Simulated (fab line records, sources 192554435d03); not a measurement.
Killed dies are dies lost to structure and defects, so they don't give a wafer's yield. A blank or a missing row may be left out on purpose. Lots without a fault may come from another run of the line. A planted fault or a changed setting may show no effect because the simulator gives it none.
Chamber matching | flow n5_finfet | N5_HKMG_FIN_CVD_62 on thermal_cvd_si-02: 3 sister chambers
The step deposits a-Si from Si2H6, target thk 3 nm, time 20.8 s. 3 wafers are shown with their chamber, then 7 later ones without.

WAFERS WITH THEIR CHAMBER
wafer  | chamber | heater_power_w (W)
L277.5 | 0       | 1745
L277.6 | 1       | 1559
L279.5 | 2       | 1434

WAFERS WITHOUT THEIR CHAMBER
wafer  | heater_power_w (W)
L279.6 | 1568
L282.1 | 1743
L282.3 | 1388
L282.4 | 1578
L285.3 | 1362
L285.4 | 1561
L285.6 | 1729

WHICH CHAMBER EACH WENT THROUGH
wafer  | from the rows above | in truth
L279.6 | 1                   | 1
L282.1 | 0                   | 0
L282.3 | 2                   | 2
L282.4 | 1                   | 1
L285.3 | 2                   | 2
L285.4 | 1                   | 1
L285.6 | 0                   | 0
Placed correctly: 7 of 7. Can't be placed from these rows: 0. Placed wrongly: 0.
How it was worked out, from the rows above alone: a wafer's distance from a chamber is the root of the sum, over the readings, of the square of ((its reading less the chamber's mean) divided by the reading's scatter). The wafer belongs to the nearest chamber; if the next one is less than 2 further off, it can't be placed. A chamber's mean is the mean of its shown wafers. The scatter: with one shown wafer a chamber, the root of the mean of the squares of how far each hidden wafer lies from its nearest shown one.
